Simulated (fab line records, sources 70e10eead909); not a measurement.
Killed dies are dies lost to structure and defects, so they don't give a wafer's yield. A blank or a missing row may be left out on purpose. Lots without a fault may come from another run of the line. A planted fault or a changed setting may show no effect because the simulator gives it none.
Which tool did it? | flow nand_harc | 6 lots, 18 wafers sampled, at 2 steps of a route of 1159

WHAT THE GAUGES READ, wafer by wafer
NHARC_THIN_TSV_THK_MEAS_02: measures by ir.
lot  | measured     | on            | thk_nm (nm)
L731 | day 19 05:47 | film_metro-02 | 2694 3086 3155
L733 | day 18 21:51 | film_metro-02 | 3068 2841 3003
L743 | day 22 02:01 | film_metro-01 | 3462 3575 3368
L746 | day 22 22:32 | film_metro-01 | 2922 2842 3094
L749 | day 23 07:07 | film_metro-01 | 3061 2961 2886
L753 | day 24 13:04 | film_metro-01 | 2969 3009 2981

WHICH TOOL RAN EACH LOT (tool, then ch and the chambers of the sampled wafers, then the start)
lot  | NHARC_A_STAIRCASE_TRIM_233
L731 | rie_diel-10 ch 2,3, day 12 00:04
L733 | rie_diel-10 ch 0,1, day 12 04:32
L743 | rie_diel-10 ch 1,2,3, day 14 07:56
L746 | rie_diel-05 ch 1,2,3, day 15 02:29
L749 | rie_diel-05 ch 0,1,3, day 16 01:00
L753 | rie_diel-05 ch 1,2,3, day 17 11:54
- NHARC_A_STAIRCASE_TRIM_233: chemistry O2, time 211.2 s.

THE ANSWER, worked out from the rows above alone
Rule: what is usual is taken from the lots themselves. Put in order of their means at a reading, lots are off if they are a third of the lots or fewer, leave a main group of 4 or more, and stand apart from it by a gap of 3 or more times the standard deviation of the main group's means; of several such gaps the widest counts. A main group whose means are all the same, to the digits that the tables above print for the reading, isn't used. A lot without any number at a reading at which 4 lots or more have one is off too. The other lots that the step has rows for count as sound.
Off: L743, at NHARC_THIN_TSV_THK_MEAS_02 (thk_nm). The main group: mean 2971 nm, standard deviation 11.
A tool fits if, at a process step before that reading, it ran every lot that is off, and no sound lot after the first of them. The gauges at NHARC_THIN_TSV_THK_MEAS_02 are tried like those tools. One fits: rie_diel-10 at NHARC_A_STAIRCASE_TRIM_233. Its last sound lot is L733 (day 12 04:32), its first lot that is off L743 (day 14 07:56): a fault that began between those two fits.

WHAT THE SIMULATOR HAD PUT IN
Chamber particle source: rie_diel-10, from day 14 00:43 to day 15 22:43, at NHARC_A_STAIRCASE_TRIM_233. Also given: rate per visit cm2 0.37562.
Lots struck among those shown: L743. The rule above found the same.
